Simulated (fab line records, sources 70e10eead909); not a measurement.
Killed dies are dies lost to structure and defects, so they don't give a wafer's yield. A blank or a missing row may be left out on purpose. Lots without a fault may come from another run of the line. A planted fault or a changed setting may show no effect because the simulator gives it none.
Chamber matching | flow nand_harc | NHARC_A_ONON_D1_DEP_33 on pecvd-01: 3 sister chambers
The step deposits SiO2, target thk 200 nm. 6 wafers are shown with their chamber, then 8 later ones without.

WAFERS WITH THEIR CHAMBER
wafer  | chamber | throttle_valve_pct (%) | heater_power_w (W)
L553.5 | 2       | 17.1                   | 527
L555.6 | 2       | 16.9                   | 563
L560.2 | 1       | 17.0                   | 598
L560.5 | 0       | 15.4                   | 525
L560.6 | 1       | 17.1                   | 615
L561.2 | 0       | 15.5                   | 509

WAFERS WITHOUT THEIR CHAMBER
wafer  | throttle_valve_pct (%) | heater_power_w (W)
L561.4 | 15.6                   | 518
L561.5 | 15.9                   | 579
L564.4 | 15.8                   | 521
L564.5 | 17.0                   | 667
L564.6 | 16.2                   | 573
L565.1 | 17.3                   | 683
L565.2 | 15.4                   | 481
L565.4 | 17.0                   | 720

WHICH CHAMBER EACH WENT THROUGH
wafer  | from the rows above          | in truth
L561.4 | 0                            | 0
L561.5 | 0                            | 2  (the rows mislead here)
L564.4 | 0                            | 0
L564.5 | 1                            | 1
L564.6 | can't be placed: 0 or 2 or 1 | 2
L565.1 | 1                            | 1
L565.2 | 0                            | 0
L565.4 | 1                            | 1
Placed correctly: 6 of 8. Can't be placed from these rows: 1 (the true chamber is among the candidates in 1). Placed wrongly: 1.
How it was worked out, from the rows above alone: a wafer's distance from a chamber is the root of the sum, over the readings, of the square of ((its reading less the chamber's mean) divided by the reading's scatter). The wafer belongs to the nearest chamber; if the next one is less than 2 further off, it can't be placed. A chamber's mean is the mean of its shown wafers. The scatter: the root of (the sum of the squares of (reading less its chamber's mean) over the shown wafers, divided by (wafers less chambers)).
